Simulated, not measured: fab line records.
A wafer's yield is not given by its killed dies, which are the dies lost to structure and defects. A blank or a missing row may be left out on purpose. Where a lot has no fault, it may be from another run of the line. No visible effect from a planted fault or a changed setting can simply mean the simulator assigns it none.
Which tool did it? + flow n5-finfet + 24 lots with 72 wafers sampled at 6 steps, on a route of 1938 steps

WHAT THE GAUGES SHOWED, per wafer
N5_FIN_SAQP_CD_MEAS_27: target cd 20 nm. Usual: cd-nm reads 20.34 nm (standard deviation 0.24).
| lot  | measured    | on        | cd-nm (nm)        | flag |
|------|-------------|-----------|-------------------|------|
| L074 | day 2 00:53 | cd-sem-02 | 20.49 20.19 20.27 |      |
| L075 | day 2 09:02 | cd-sem-01 | 20.58 20.44 20.32 |      |
| L076 | day 2 12:35 | cd-sem-01 | 20.39 20.33 20.23 |      |
| L077 | day 2 18:08 | cd-sem-01 | 20.13 20.21 20.10 |      |
| L078 | day 2 23:39 | cd-sem-01 | 20.14 20.52 19.89 |      |
| L079 | day 3 06:06 | cd-sem-02 | 20.90 20.34 20.76 |      |
| L080 | day 3 12:00 | cd-sem-01 | 20.11 19.92 20.18 |      |
| L081 | day 3 18:57 | cd-sem-01 | 20.45 20.49 20.41 |      |
| L082 | day 3 23:35 | cd-sem-01 | 20.05 20.01 20.61 |      |
| L083 | day 4 06:14 | cd-sem-01 | 20.37 20.50 20.35 |      |
| L084 | day 4 12:28 | cd-sem-01 | 20.46 20.52 20.15 |      |
| L085 | day 4 19:28 | cd-sem-02 | 20.51 20.29 20.41 |      |
| L086 | day 5 04:19 | cd-sem-02 | 20.08 20.06 20.00 |      |
| L087 | day 5 07:56 | cd-sem-01 | 19.88 20.24 20.10 |      |
| L088 | day 5 12:37 | cd-sem-02 | 20.82 20.25 20.53 |      |
| L089 | day 5 18:01 | cd-sem-02 | 20.21 20.47 20.65 |      |
| L090 | day 6 00:16 | cd-sem-03 | 20.38 20.66 20.48 |      |
| L091 | day 6 05:53 | cd-sem-02 | 20.49 20.51 20.48 |      |
| L092 | day 6 11:49 | cd-sem-02 | 20.42 20.65 20.24 |      |
| L093 | day 6 19:02 | cd-sem-03 | 20.48 20.27 20.57 |      |
| L094 | day 7 01:28 | cd-sem-01 | 20.56 20.41 20.43 |      |
| L095 | day 7 07:22 | cd-sem-02 | 20.35 20.80 20.52 |      |
| L096 | day 7 12:01 | cd-sem-03 | 20.81 20.21 20.38 |      |
| L097 | day 7 22:52 | cd-sem-01 | 19.96 20.59 20.31 |      |

N5_FIN_SAQP_CD_MEAS_37: target cd 8 nm. Usual: cd-nm reads 8.07 nm (standard deviation 0.24).
| lot  | measured    | on        | cd-nm (nm)     | flag |
|------|-------------|-----------|----------------|------|
| L074 | day 2 02:55 | cd-sem-01 | 8.16 8.21 8.34 |      |
| L075 | day 2 12:43 | cd-sem-02 | 7.93 8.24 7.83 |      |
| L076 | day 2 15:07 | cd-sem-03 | 8.07 8.05 7.93 |      |
| L077 | day 2 20:23 | cd-sem-01 | 8.03 7.91 8.32 |      |
| L078 | day 3 01:39 | cd-sem-02 | 7.84 8.23 7.83 |      |
| L079 | day 3 08:20 | cd-sem-03 | 7.90 7.97 8.32 |      |
| L080 | day 3 14:02 | cd-sem-01 | 7.96 8.60 7.88 |      |
| L081 | day 3 21:22 | cd-sem-03 | 8.07 8.05 8.14 |      |
| L082 | day 4 01:43 | cd-sem-01 | 7.38 7.82 8.31 |      |
| L083 | day 4 08:20 | cd-sem-02 | 8.38 8.23 7.78 |      |
| L084 | day 4 14:29 | cd-sem-03 | 8.40 8.01 7.59 |      |
| L085 | day 4 23:29 | cd-sem-01 | 7.98 8.15 8.41 |      |
| L086 | day 5 06:25 | cd-sem-01 | 8.48 8.21 8.10 |      |
| L087 | day 5 10:14 | cd-sem-01 | 8.18 8.14 7.96 |      |
| L088 | day 5 15:06 | cd-sem-01 | 8.08 8.33 7.90 |      |
| L089 | day 5 20:19 | cd-sem-01 | 7.86 8.07 7.88 |      |
| L090 | day 6 02:18 | cd-sem-02 | 8.37 7.74 7.85 |      |
| L091 | day 6 07:53 | cd-sem-02 | 8.16 8.18 8.23 |      |
| L092 | day 6 14:05 | cd-sem-01 | 8.24 8.12 8.65 |      |
| L093 | day 6 21:06 | cd-sem-02 | 8.14 8.16 8.26 |      |
| L094 | day 7 03:28 | cd-sem-02 | 7.60 8.67 8.47 |      |
| L095 | day 7 09:26 | cd-sem-01 | 7.82 7.97 8.13 |      |
| L096 | day 7 14:32 | cd-sem-03 | 8.16 8.11 7.70 |      |
| L097 | day 8 01:40 | cd-sem-02 | 8.16 7.66 8.22 |      |

EACH LOT AND THE TOOL THAT RAN IT (in order: tool; ch and the chambers of the sampled wafers; start)
| lot  | N5_FIN_SAQP_ETCH_52               | N5_FIN_SAQP_STRIP_55              | N5_FIN_SAQP_RECESS_75             | N5_FIN_SAQP_STRIP_70              |
|------|-----------------------------------|-----------------------------------|-----------------------------------|-----------------------------------|
| L074 | rie-diel-04 ch 0,3, day 1 22:49   | rie-diel-03 ch 2,3, day 1 23:07   | vapor-etch-02 ch 0,1, day 1 23:26 | rie-diel-03 ch 0,2,3, day 2 01:44 |
| L075 | rie-diel-02 ch 1,2, day 2 06:27   | rie-diel-03 ch 2,3, day 2 06:44   | vapor-etch-02 ch 1, day 2 07:04   | rie-diel-04 ch 0,3, day 2 09:51   |
| L076 | rie-diel-03 ch 2,3, day 2 10:21   | rie-diel-03 ch 2,3, day 2 10:38   | vapor-etch-01 ch 0,1, day 2 11:05 | rie-diel-04 ch 0,2, day 2 13:23   |
| L077 | rie-diel-03 ch 0,1,2, day 2 16:14 | rie-diel-04 ch 0,2, day 2 16:31   | vapor-etch-02 ch 0,1, day 2 16:50 | rie-diel-03 ch 0,2, day 2 19:02   |
| L078 | rie-diel-04 ch 1,2, day 2 21:43   | rie-diel-02 ch 2,3, day 2 22:01   | vapor-etch-02 ch 0,1, day 2 22:20 | rie-diel-03 ch 1,2, day 3 00:28   |
| L079 | rie-diel-04 ch 1,2, day 3 04:10   | rie-diel-02 ch 1,2, day 3 04:29   | vapor-etch-01 ch 0,1, day 3 04:48 | rie-diel-04 ch 0,1, day 3 07:04   |
| L080 | rie-diel-03 ch 0,2, day 3 09:52   | rie-diel-02 ch 1,2, day 3 10:15   | vapor-etch-01 ch 0,1, day 3 10:34 | rie-diel-02 ch 0,1, day 3 12:50   |
| L081 | rie-diel-03 ch 0,1,2, day 3 17:01 | rie-diel-02 ch 0,2,3, day 3 17:18 | vapor-etch-02 ch 0, day 3 17:37   | rie-diel-02 ch 0,1,2, day 3 19:59 |
| L082 | rie-diel-03 ch 1,2, day 3 21:36   | rie-diel-03 ch 0,1,2, day 3 21:58 | vapor-etch-02 ch 0,1, day 3 22:17 | rie-diel-03 ch 0,2,3, day 4 00:24 |
| L083 | rie-diel-03 ch 0,1,2, day 4 03:44 | rie-diel-04 ch 0,1,2, day 4 04:07 | vapor-etch-01 ch 0,1, day 4 04:26 | rie-diel-04 ch 0,1,2, day 4 07:09 |
| L084 | rie-diel-03 ch 0,1,3, day 4 10:20 | rie-diel-04 ch 2,3, day 4 10:48   | vapor-etch-02 ch 0,1, day 4 11:08 | rie-diel-02 ch 1,2,3, day 4 13:18 |
| L085 | rie-diel-03 ch 1,2,3, day 4 16:50 | rie-diel-02 ch 0,1,3, day 4 17:14 | vapor-etch-02 ch 1, day 4 17:35   | rie-diel-02 ch 1,2,3, day 4 20:17 |
| L086 | rie-diel-04 ch 1,2,3, day 5 01:23 | rie-diel-03 ch 0,1,2, day 5 01:46 | vapor-etch-02 ch 0, day 5 02:20   | rie-diel-02 ch 0,2, day 5 05:07   |
| L087 | rie-diel-02 ch 1,2,3, day 5 05:50 | rie-diel-04 ch 2,3, day 5 06:11   | vapor-etch-01 ch 0,1, day 5 06:31 | rie-diel-02 ch 0,1,3, day 5 09:03 |
| L088 | rie-diel-03 ch 0,1,3, day 5 09:56 | rie-diel-02 ch 0,1,3, day 5 10:14 | vapor-etch-01 ch 0,1, day 5 10:35 | rie-diel-03 ch 1,3, day 5 13:32   |
| L089 | rie-diel-03 ch 1,3, day 5 16:06   | rie-diel-03 ch 1,2, day 5 16:23   | vapor-etch-01 ch 0,1, day 5 16:50 | rie-diel-03 ch 1,2, day 5 18:50   |
| L090 | rie-diel-04 ch 1,2,3, day 5 22:08 | rie-diel-03 ch 1,2, day 5 22:26   | vapor-etch-01 ch 0,1, day 5 22:46 | rie-diel-04 ch 1,2,3, day 6 01:05 |
| L091 | rie-diel-02 ch 1,2,3, day 6 03:51 | rie-diel-02 ch 1,2,3, day 6 04:14 | vapor-etch-01 ch 0,1, day 6 04:35 | rie-diel-04 ch 0,1,2, day 6 06:43 |
| L092 | rie-diel-02 ch 0,2,3, day 6 09:49 | rie-diel-02 ch 1,3, day 6 10:07   | vapor-etch-01 ch 0, day 6 10:27   | rie-diel-04 ch 0,2, day 6 12:54   |
| L093 | rie-diel-02 ch 0,2,3, day 6 17:08 | rie-diel-03 ch 0,1,2, day 6 17:25 | vapor-etch-02 ch 0,1, day 6 17:44 | rie-diel-02 ch 0,2,3, day 6 19:52 |
| L094 | rie-diel-04 ch 0,2,3, day 6 23:18 | rie-diel-03 ch 0,3, day 6 23:36   | vapor-etch-02 ch 0,1, day 7 00:02 | rie-diel-02 ch 0,1,3, day 7 02:17 |
| L095 | rie-diel-03 ch 0,2,3, day 7 04:47 | rie-diel-02 ch 1,2,3, day 7 05:07 | vapor-etch-02 ch 0,1, day 7 05:26 | rie-diel-04 ch 0,1,2, day 7 08:11 |
| L096 | rie-diel-02 ch 0,2,3, day 7 10:04 | rie-diel-03 ch 0,3, day 7 10:23   | vapor-etch-01 ch 0,1, day 7 10:43 | rie-diel-03 ch 1,2, day 7 13:07   |
| L097 | rie-diel-02 ch 0,2,3, day 7 20:18 | rie-diel-03 ch 0,2, day 7 20:43   | vapor-etch-01 ch 0,1, day 7 21:06 | rie-diel-02 ch 0,3, day 8 00:03   |
- N5_FIN_SAQP_ETCH_52: etches SOC in N2/H2, target depth 100 nm, overetch 20 nm, time 150 s.
- N5_FIN_SAQP_STRIP_55: strips in N2/H2.
- N5_FIN_SAQP_RECESS_75: chemistry HF/NH3, target SiO2, target depth 14.4 nm, afs cycles 3, sublimation time 60 s.
- N5_FIN_SAQP_STRIP_70: strips in N2/H2.

WHAT THE TOOLS THEMSELVES READ (means of the sampled wafers that have a number; where no wafer has one, the mark that the record gives instead)
N5_FIN_SAQP_ETCH_52. Usual: drypump-motor-current-A 5.9 A, standard deviation 0.44; oes-product-au 0.72 a.u., standard deviation 0.084; rf-fwd-power-W 836.0 W, standard deviation 2.7; rf-vpp-V 523.6 V, standard deviation 2.7; showerhead-plenum-p-Torr 2.54 Torr, standard deviation 0.1; throttle-valve-pct 17.83 %, standard deviation 0.21.
| lot  | tool        | drypump-motor-current-A (A) | oes-product-au (a.u.) | rf-fwd-power-W (W) | rf-vpp-V (V) | showerhead-plenum-p-Torr (Torr) | throttle-valve-pct (%) | flag |
|------|-------------|-----------------------------|-----------------------|--------------------|--------------|---------------------------------|------------------------|------|
| L074 | rie-diel-04 | 6.0                         | 0.62                  | 834.8              | 523.2        | 2.50                            | 17.79                  |      |
| L075 | rie-diel-02 | 6.1                         | 0.72                  | 836.6              | 523.6        | 2.59                            | 17.70                  |      |
| L076 | rie-diel-03 | 5.2                         | 0.66                  | 836.2              | 522.5        | 2.51                            | 17.93                  |      |
| L077 | rie-diel-03 | 5.6                         | 0.74                  | 835.1              | 523.0        | 2.52                            | 17.88                  |      |
| L078 | rie-diel-04 | 6.3                         | 0.73                  | 835.9              | 521.5        | 2.49                            | 18.00                  |      |
| L079 | rie-diel-04 | 6.3                         | 0.72                  | 839.2              | 521.5        | 2.48                            | 18.00                  |      |
| L080 | rie-diel-03 | 5.3                         | 0.67                  | 837.8              | 522.6        | 2.51                            | 17.96                  |      |
| L081 | rie-diel-03 | 5.6                         | 0.72                  | 834.6              | 523.1        | 2.52                            | 17.88                  |      |
| L082 | rie-diel-03 | 5.6                         | 0.78                  | 834.4              | 523.7        | 2.58                            | 17.85                  |      |
| L083 | rie-diel-03 | 5.6                         | 0.72                  | 834.0              | 522.2        | 2.52                            | 17.90                  |      |
| L084 | rie-diel-03 | 5.7                         | 0.77                  | 836.5              | 525.3        | 2.57                            | 17.74                  |      |
| L085 | rie-diel-03 | 5.5                         | 0.77                  | 837.2              | 525.7        | 2.62                            | 17.76                  |      |
| L086 | rie-diel-04 | 6.0                         | 0.76                  | 836.1              | 522.4        | 2.50                            | 17.76                  |      |
| L087 | rie-diel-02 | 6.2                         | 0.73                  | 834.2              | 524.1        | 2.57                            | 17.83                  |      |
| L088 | rie-diel-03 | 5.7                         | 0.75                  | 835.2              | 524.5        | 2.57                            | 17.75                  |      |
| L089 | rie-diel-03 | 5.6                         | 0.80                  | 833.1              | 527.1        | 2.67                            | 17.61                  |      |
| L090 | rie-diel-04 | 6.0                         | 0.75                  | 835.5              | 522.0        | 2.49                            | 17.77                  |      |
| L091 | rie-diel-02 | 6.2                         | 0.72                  | 835.9              | 523.7        | 2.56                            | 17.84                  |      |
| L092 | rie-diel-02 | 6.2                         | 0.73                  | 837.9              | 523.7        | 2.57                            | 17.84                  |      |
| L093 | rie-diel-02 | 6.2                         | 0.73                  | 836.4              | 523.9        | 2.57                            | 17.86                  |      |
| L094 | rie-diel-04 | 6.0                         | 0.75                  | 838.5              | 522.3        | 2.46                            | 17.67                  |      |
| L095 | rie-diel-03 | 5.4                         | 0.70                  | 836.3              | 523.9        | 2.55                            | 17.86                  |      |
| L096 | rie-diel-02 | 6.2                         | 0.72                  | 836.9              | 524.4        | 2.57                            | 17.85                  |      |
| L097 | rie-diel-02 | 6.2                         | 0.72                  | 835.5              | 524.2        | 2.57                            | 17.87                  |      |

N5_FIN_SAQP_STRIP_55. Usual: drypump-motor-current-A 5.9 A, standard deviation 0.44; oes-product-au 0.80 a.u., standard deviation 0.096; rf-vpp-V 121.7 V, standard deviation 1.6; showerhead-plenum-p-Torr 3.35 Torr, standard deviation 0.14; throttle-valve-pct 19.0 %, standard deviation 0.35.
| lot  | tool        | drypump-motor-current-A (A) | oes-product-au (a.u.) | rf-vpp-V (V) | showerhead-plenum-p-Torr (Torr) | throttle-valve-pct (%) | flag |
|------|-------------|-----------------------------|-----------------------|--------------|---------------------------------|------------------------|------|
| L074 | rie-diel-03 | 5.2                         | 0.73                  | 122.8        | 3.32                            | 19.3                   |      |
| L075 | rie-diel-03 | 5.2                         | 0.73                  | 120.3        | 3.32                            | 19.3                   |      |
| L076 | rie-diel-03 | 5.2                         | 0.73                  | 121.5        | 3.32                            | 19.3                   |      |
| L077 | rie-diel-04 | 6.3                         | 0.71                  | 121.7        | 3.27                            | 18.9                   |      |
| L078 | rie-diel-02 | 6.1                         | 0.80                  | 123.2        | 3.51                            | 18.9                   |      |
| L079 | rie-diel-02 | 6.1                         | 0.76                  | 122.2        | 3.31                            | 19.0                   |      |
| L080 | rie-diel-02 | 6.1                         | 0.79                  | 122.2        | 3.42                            | 18.8                   |      |
| L081 | rie-diel-02 | 6.3                         | 0.88                  | 121.7        | 3.41                            | 19.0                   |      |
| L082 | rie-diel-03 | 5.6                         | 0.80                  | 121.6        | 3.32                            | 19.1                   |      |
| L083 | rie-diel-04 | 6.3                         | 0.79                  | 122.1        | 3.31                            | 18.9                   |      |
| L084 | rie-diel-04 | 5.6                         | 0.88                  | 120.4        | 3.26                            | 18.5                   |      |
| L085 | rie-diel-02 | 6.3                         | 0.81                  | 121.4        | 3.29                            | 19.2                   |      |
| L086 | rie-diel-03 | 5.6                         | 0.79                  | 123.4        | 3.32                            | 19.1                   |      |
| L087 | rie-diel-04 | 6.0                         | 0.78                  | 120.5        | 3.23                            | 18.8                   |      |
| L088 | rie-diel-02 | 6.3                         | 0.80                  | 122.0        | 3.29                            | 19.2                   |      |
| L089 | rie-diel-03 | 5.4                         | 0.79                  | 121.8        | 3.38                            | 19.3                   |      |
| L090 | rie-diel-03 | 5.6                         | 0.84                  | 122.6        | 3.39                            | 19.0                   |      |
| L091 | rie-diel-02 | 6.2                         | 0.82                  | 121.0        | 3.39                            | 19.0                   |      |
| L092 | rie-diel-02 | 6.3                         | 0.76                  | 120.3        | 3.28                            | 19.1                   |      |
| L093 | rie-diel-03 | 5.6                         | 0.78                  | 121.4        | 3.31                            | 19.2                   |      |
| L094 | rie-diel-03 | 5.5                         | 0.82                  | 121.2        | 3.44                            | 18.8                   |      |
| L095 | rie-diel-02 | 6.2                         | 0.89                  | 122.7        | 3.51                            | 18.9                   |      |
| L096 | rie-diel-03 | 5.6                         | 0.76                  | 121.0        | 3.30                            | 19.0                   |      |
| L097 | rie-diel-03 | 5.3                         | 0.72                  | 122.2        | 3.29                            | 19.5                   |      |

N5_FIN_SAQP_RECESS_75. Usual: drypump-motor-current-A reads 5.9 A (standard deviation 0.56).
| lot  | tool          | drypump-motor-current-A (A) | flag |
|------|---------------|-----------------------------|------|
| L074 | vapor-etch-02 | 6.1                         |      |
| L075 | vapor-etch-02 | 6.6                         |      |
| L076 | vapor-etch-01 | 6.1                         |      |
| L077 | vapor-etch-02 | 5.6                         |      |
| L078 | vapor-etch-02 | 5.6                         |      |
| L079 | vapor-etch-01 | 6.1                         |      |
| L080 | vapor-etch-01 | 6.1                         |      |
| L081 | vapor-etch-02 | 5.1                         |      |
| L082 | vapor-etch-02 | 5.6                         |      |
| L083 | vapor-etch-01 | 6.1                         |      |
| L084 | vapor-etch-02 | 5.6                         |      |
| L085 | vapor-etch-02 | 6.6                         |      |
| L086 | vapor-etch-02 | 5.1                         |      |
| L087 | vapor-etch-01 | 6.1                         |      |
| L088 | vapor-etch-01 | 6.1                         |      |
| L089 | vapor-etch-01 | 6.1                         |      |
| L090 | vapor-etch-01 | 6.0                         |      |
| L091 | vapor-etch-01 | 6.1                         |      |
| L092 | vapor-etch-01 | 6.1                         |      |
| L093 | vapor-etch-02 | 5.6                         |      |
| L094 | vapor-etch-02 | 6.1                         |      |
| L095 | vapor-etch-02 | 5.6                         |      |
| L096 | vapor-etch-01 | 6.1                         |      |
| L097 | vapor-etch-01 | 6.1                         |      |

N5_FIN_SAQP_STRIP_70. Usual: drypump-motor-current-A 6.0 A, standard deviation 0.42; oes-product-au 0.82 a.u., standard deviation 0.1; rf-fwd-power-W 494.6 W, standard deviation 2.1; rf-vpp-V 121.7 V, standard deviation 0.99; showerhead-plenum-p-Torr 3.34 Torr, standard deviation 0.12; throttle-valve-pct 18.9 %, standard deviation 0.33.
| lot  | tool        | drypump-motor-current-A (A) | oes-product-au (a.u.) | rf-fwd-power-W (W) | rf-vpp-V (V) | showerhead-plenum-p-Torr (Torr) | throttle-valve-pct (%) | flag |
|------|-------------|-----------------------------|-----------------------|--------------------|--------------|---------------------------------|------------------------|------|
| L074 | rie-diel-03 | 5.4                         | 0.72                  | 492.1              | 120.6        | 3.25                            | 19.2                   |      |
| L075 | rie-diel-04 | 5.6                         | 0.68                  | 496.3              | 121.5        | 3.29                            | 18.7                   |      |
| L076 | rie-diel-04 | 6.3                         | 0.70                  | 492.7              | 121.5        | 3.27                            | 18.9                   |      |
| L077 | rie-diel-03 | 5.5                         | 0.74                  | 494.2              | 121.6        | 3.26                            | 19.2                   |      |
| L078 | rie-diel-03 | 5.6                         | 0.89                  | 493.0              | 121.5        | 3.41                            | 19.0                   |      |
| L079 | rie-diel-04 | 6.3                         | 0.87                  | 494.0              | 121.7        | 3.39                            | 18.7                   |      |
| L080 | rie-diel-02 | 6.3                         | 0.73                  | 493.7              | 122.1        | 3.21                            | 19.1                   |      |
| L081 | rie-diel-02 | 6.2                         | 0.77                  | 494.4              | 122.4        | 3.32                            | 19.0                   |      |
| L082 | rie-diel-03 | 5.4                         | 0.81                  | 493.2              | 121.9        | 3.38                            | 19.1                   |      |
| L083 | rie-diel-04 | 6.3                         | 0.78                  | 495.6              | 121.8        | 3.31                            | 18.9                   |      |
| L084 | rie-diel-02 | 6.2                         | 0.84                  | 494.4              | 122.8        | 3.39                            | 19.0                   |      |
| L085 | rie-diel-02 | 6.2                         | 0.83                  | 495.0              | 121.6        | 3.39                            | 19.0                   |      |
| L086 | rie-diel-02 | 6.3                         | 0.78                  | 496.1              | 121.8        | 3.33                            | 19.0                   |      |
| L087 | rie-diel-02 | 6.3                         | 0.80                  | 494.8              | 121.2        | 3.29                            | 19.2                   |      |
| L088 | rie-diel-03 | 5.6                         | 0.90                  | 493.9              | 122.7        | 3.52                            | 18.6                   |      |
| L089 | rie-diel-03 | 5.4                         | 0.79                  | 493.1              | 121.6        | 3.38                            | 19.3                   |      |
| L090 | rie-diel-04 | 6.0                         | 0.84                  | 495.7              | 122.0        | 3.30                            | 18.7                   |      |
| L091 | rie-diel-04 | 6.3                         | 0.86                  | 494.4              | 122.3        | 3.30                            | 18.8                   |      |
| L092 | rie-diel-04 | 6.3                         | 0.88                  | 495.2              | 121.4        | 3.26                            | 18.7                   |      |
| L093 | rie-diel-02 | 6.2                         | 0.82                  | 494.7              | 122.1        | 3.39                            | 19.1                   |      |
| L094 | rie-diel-02 | 6.3                         | 0.87                  | 494.1              | 121.9        | 3.42                            | 19.1                   |      |
| L095 | rie-diel-04 | 6.3                         | 0.85                  | 495.4              | 121.2        | 3.30                            | 18.8                   |      |
| L096 | rie-diel-03 | 5.4                         | 0.77                  | 493.5              | 121.4        | 3.37                            | 19.3                   |      |
| L097 | rie-diel-02 | 6.4                         | 0.84                  | 493.6              | 121.8        | 3.37                            | 19.2                   |      |

THE ANSWER, worked out from the rows above alone
Rule: lot off if the mean of its wafers having a number is beyond 3 standard deviations from the usual mean. A lot without any number at a reading at which 4 lots or more have one is off too. The other lots that the step has rows for count as sound. Order of review: gauges by route order, followed by the tools' own readings, for which a lot's mean as printed above is used. At the first step where some lot is off, the reading lying furthest off is the one used; lots without a number count as furthest.
Across all readings shown, no lot is off: no conclusion can be drawn from this.

WHAT THE SIMULATOR HAD INSERTED
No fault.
